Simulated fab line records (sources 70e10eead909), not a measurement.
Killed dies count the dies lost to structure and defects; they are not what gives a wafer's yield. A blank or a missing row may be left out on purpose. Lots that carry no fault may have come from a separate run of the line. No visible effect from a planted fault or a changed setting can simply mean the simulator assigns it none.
The tool behind it: which one? + flow nand_harc + 11 lots, 33 wafers sampled, at 6 steps of a route of 1159

WHAT THE GAUGES READ, wafer by wafer
NHARC_A_BONDPAD_OVL_MEAS_35. Usual: overlay_x_nm 2 nm, standard deviation 4.8; overlay_y_nm -1 nm, standard deviation 4.9.
| lot  | measured     | on         | overlay_x_nm (nm) | overlay_y_nm (nm) | flag |
|------|--------------|------------|-------------------|-------------------|------|
| L287 | day 17 20:07 | overlay-01 | 10 10 10          | 5 4 5             |      |
| L290 | day 18 09:58 | overlay-02 | 2 2 2             | 3 3 3             |      |
| L288 | day 18 10:16 | overlay-01 | 3 3 3             | 7 8 7             |      |
| L289 | day 18 10:55 | overlay-02 | 5 5 6             | 3 3 3             |      |
| L292 | day 18 15:20 | overlay-02 | -3 -3 -3          | -6 -6 -6          |      |
| L296 | day 19 20:43 | overlay-02 | 0 -1 0            | 4 3 4             |      |
| L301 | day 20 18:35 | overlay-02 | 65 64 65          | -3 -3 -3          | OFF  |
| L302 | day 21 17:55 | overlay-01 | 55 56 56          | -8 -8 -9          | OFF  |
| L305 | day 22 01:30 | overlay-01 | 14 14 14          | -2 -1 -1          |      |
| L304 | day 22 09:28 | overlay-01 | 6 6 6             | -6 -6 -6          |      |
| L310 | day 23 12:57 | overlay-01 | 2 1 2             | -7 -7 -6          |      |

NHARC_END_SORT_01. Usual: defect_limited_yield 95.4 %, standard deviation 1.8; killed_at_array 27, standard deviation 11; killed_at_other 0.7, standard deviation 1.1; killed_at_periphery 3.4, standard deviation 2.1; killed_dies 31, standard deviation 12; killed_open 3.6, standard deviation 2; killed_short 2.0, standard deviation 1.3; sort_bin_2_pct 1.5 %, standard deviation 0.71; sort_bin_3_pct 0.25 %, standard deviation 0.22; sort_bin_4_pct 2.9 %, standard deviation 1.2; sort_n_pass 646, standard deviation 12; sort_rim_yield_pct 95.0 %, standard deviation 2.5; sort_yield_pct 95.4 %, standard deviation 1.8.
| lot  | measured     | on        | defect_limited_yield (%) | killed_at_array | killed_at_other | killed_at_periphery | killed_dies | killed_open | killed_short | sort_bin_2_pct (%) | sort_bin_3_pct (%) | sort_bin_4_pct (%) | sort_n_pass | sort_rim_yield_pct (%) | sort_yield_pct (%) | flag |
|------|--------------|-----------|--------------------------|-----------------|-----------------|---------------------|-------------|-------------|--------------|--------------------|--------------------|--------------------|-------------|------------------------|--------------------|------|
| L302 | day 23 07:01 | prober-01 | 95.6                     | 23              | 2               | 5                   | 30          | 0           | 3            | 1.2                | 0                  | 3.2                | 647         | 91.5                   | 95.6               |      |
| L304 | day 24 03:04 | prober-01 | 91.1 91.6 92.5           | 50 48 46        | 3 1 0           | 7 8 5               | 60 57 51    | 3 7 3       | 2 1 0        | 3.0 3.0 2.1        | 0.74 0.30 0.15     | 5.2 5.2 5.3        | 617 620 626 | 88.7 91.5 93.4         | 91.1 91.6 92.5     |      |

TOOL THAT RAN EACH LOT (tool first, then ch and the chambers of the sampled wafers, then the start)
| lot  | NHARC_A_M1_DEGAS_29          | NHARC_A_M1_PRE_CLEAN_32         | NHARC_A_BONDPAD_EXPOSE_06         | NHARC_A_BONDPAD_DESCUM_11          |
|------|------------------------------|---------------------------------|-----------------------------------|------------------------------------|
| L287 | pvd_sputter-03, day 17 16:27 | pecvd-02 ch 0,2, day 17 18:10   | krf_scanner-04 ch 0, day 17 19:53 | rie_diel-09 ch 1,2,3, day 17 20:14 |
| L290 | pvd_sputter-02, day 18 06:22 | pecvd-01 ch 1,2, day 18 07:58   | krf_scanner-02 ch 0, day 18 09:43 | rie_diel-09 ch 1,3, day 18 10:05   |
| L288 | pvd_sputter-03, day 18 06:29 | pecvd-01 ch 0,1, day 18 08:19   | krf_scanner-04 ch 0, day 18 10:01 | rie_diel-02 ch 2,3, day 18 10:23   |
| L289 | pvd_sputter-02, day 18 07:11 | pecvd-01 ch 0,2, day 18 08:55   | krf_scanner-02 ch 0, day 18 10:40 | rie_diel-09 ch 0,3, day 18 11:02   |
| L292 | pvd_sputter-01, day 18 11:46 | pecvd-02 ch 1,2, day 18 13:26   | krf_scanner-02 ch 0, day 18 15:06 | rie_diel-09 ch 0,1,2, day 18 15:28 |
| L296 | pvd_sputter-02, day 19 17:04 | pecvd-02 ch 0,2, day 19 18:46   | krf_scanner-01 ch 0, day 19 20:29 | rie_diel-09 ch 0,2,3, day 19 20:52 |
| L301 | pvd_sputter-01, day 20 14:58 | pecvd-02 ch 0,1,2, day 20 16:38 | krf_scanner-04 ch 0, day 20 18:21 | rie_diel-09 ch 0,2,3, day 20 18:43 |
| L302 | pvd_sputter-01, day 21 14:09 | pecvd-03 ch 0,1, day 21 15:55   | krf_scanner-04 ch 0, day 21 17:40 | rie_diel-09 ch 0,2,3, day 21 18:03 |
| L305 | pvd_sputter-02, day 21 21:57 | pecvd-02 ch 0,1,2, day 21 23:34 | krf_scanner-02 ch 0, day 22 01:16 | rie_diel-09 ch 0,1, day 22 01:37   |
| L304 | pvd_sputter-01, day 22 06:00 | pecvd-03 ch 0,1,2, day 22 07:38 | krf_scanner-02 ch 0, day 22 09:14 | rie_diel-12 ch 0,1,2, day 22 09:35 |
| L310 | pvd_sputter-02, day 23 09:22 | pecvd-01 ch 0,1, day 23 11:08   | krf_scanner-02 ch 0, day 23 12:43 | rie_diel-09 ch 0,1,3, day 23 13:05 |
- NHARC_A_M1_DEGAS_29: time 60 s.
- NHARC_A_M1_PRE_CLEAN_32: time 12 s.
- NHARC_A_BONDPAD_EXPOSE_06: exposes mask A BPAD.
- NHARC_A_BONDPAD_DESCUM_11: chemistry O2, time 3 s.

AS READ BY THE TOOLS THEMSELVES (means over the sampled wafers that have a number; for cases with no such wafer, the mark the record gives instead)
NHARC_A_M1_DEGAS_29. Usual: heater_power_w reads 328 W (standard deviation 43).
| lot  | tool           | heater_power_w (W) | flag |
|------|----------------|--------------------|------|
| L287 | pvd_sputter-03 | 320                |      |
| L290 | pvd_sputter-02 | 340                |      |
| L288 | pvd_sputter-03 | 340                |      |
| L289 | pvd_sputter-02 | 328                |      |
| L292 | pvd_sputter-01 | 358                |      |
| L296 | pvd_sputter-02 | 290                |      |
| L301 | pvd_sputter-01 | 301                |      |
| L302 | pvd_sputter-01 | 310                |      |
| L305 | pvd_sputter-02 | 311                |      |
| L304 | pvd_sputter-01 | 321                |      |
| L310 | pvd_sputter-02 | 290                |      |

NHARC_A_M1_PRE_CLEAN_32. Usual: heater_power_outer_w 347 W, standard deviation 42; heater_power_w 583 W, standard deviation 61; rf_fwd_power_W 292.7 W, standard deviation 0.88.
| lot  | tool     | heater_power_outer_w (W) | heater_power_w (W) | rf_fwd_power_W (W) | flag |
|------|----------|--------------------------|--------------------|--------------------|------|
| L287 | pecvd-02 | 344                      | 574                | 292.4              |      |
| L290 | pecvd-01 | 351                      | 595                | 292.4              |      |
| L288 | pecvd-01 | 360                      | 610                | 292.2              |      |
| L289 | pecvd-01 | 346                      | 582                | 292.4              |      |
| L292 | pecvd-02 | 297                      | 518                | 293.0              |      |
| L296 | pecvd-02 | 344                      | 557                | 292.5              |      |
| L301 | pecvd-02 | 344                      | 578                | 292.9              |      |
| L302 | pecvd-03 | 330                      | 573                | 292.2              |      |
| L305 | pecvd-02 | 324                      | 537                | 293.1              |      |
| L304 | pecvd-03 | 326                      | 565                | 292.7              |      |
| L310 | pecvd-01 | 388                      | 666                | 292.4              |      |

NHARC_A_BONDPAD_DESCUM_11. Usual: drypump_motor_current_A 5.39 A, standard deviation 0.26; oes_product_au 1.000 a.u., standard deviation 0.014; rf_vpp_V 57.6 V, standard deviation 0.93; showerhead_plenum_p_Torr 1.86 Torr, standard deviation 0.065; throttle_valve_pct 11.310 %, standard deviation 0.0082.
| lot  | tool        | drypump_motor_current_A (A) | oes_product_au (a.u.) | rf_vpp_V (V) | showerhead_plenum_p_Torr (Torr) | throttle_valve_pct (%) | flag |
|------|-------------|-----------------------------|-----------------------|--------------|---------------------------------|------------------------|------|
| L287 | rie_diel-09 | 5.31                        | 0.998                 | 57.7         | 1.85                            | 11.309                 |      |
| L290 | rie_diel-09 | 5.22                        | 0.994                 | 58.1         | 1.80                            | 11.312                 |      |
| L288 | rie_diel-02 | 5.28                        | 1.012                 | 58.9         | 2.01                            | 11.312                 |      |
| L289 | rie_diel-09 | 5.23                        | 0.997                 | 57.0         | 1.82                            | 11.299                 |      |
| L292 | rie_diel-09 | 5.48                        | 1.003                 | 57.4         | 1.86                            | 11.316                 |      |
| L296 | rie_diel-09 | 5.37                        | 1.003                 | 57.8         | 1.86                            | 11.310                 |      |
| L301 | rie_diel-09 | 5.40                        | 1.008                 | 57.9         | 1.86                            | 11.312                 |      |
| L302 | rie_diel-09 | 5.40                        | 0.994                 | 57.7         | 1.86                            | 11.306                 |      |
| L305 | rie_diel-09 | 5.38                        | 0.994                 | 57.0         | 1.82                            | 11.310                 |      |
| L304 | rie_diel-12 | 5.10                        | 0.986                 | 58.5         | 1.92                            | 11.308                 |      |
| L310 | rie_diel-09 | 5.29                        | 0.997                 | 58.6         | 1.82                            | 11.310                 |      |

THE ANSWER, worked out from the rows above alone
Rule: take the mean of a lot's wafers that have a number; if it is more than 3 standard deviations from the usual mean, the lot is off. Also off: a lot with no number at a reading for which 4 or more lots have one. All remaining lots with rows at the step are treated as sound. After the gauges, taken in route order, come the tools' own readings; for these a lot's mean is taken, as printed above. At the first step where some lot is off, the reading lying furthest off is the one used; lots without a number count as furthest.
Off: L301, L302, at NHARC_A_BONDPAD_OVL_MEAS_35 (overlay_x_nm).
A tool fits if, at a process step before that reading, it ran every lot that is off, and no sound lot after the first of them. Those tools and the gauges at NHARC_A_BONDPAD_OVL_MEAS_35 are tried in the same way. One fits: krf_scanner-04 at NHARC_A_BONDPAD_EXPOSE_06. Its last sound lot is L288 (day 18 10:01), its first lot that is off L301 (day 20 18:21): a fault that began between those two fits.

WHAT THE SIMULATOR HAD PUT IN
Scanner matching overlay: krf_scanner-04, from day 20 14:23 on, at NHARC_A_BONDPAD_EXPOSE_06. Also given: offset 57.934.
Shown lots that were struck: L301, L302. The rule given above showed the same thing.
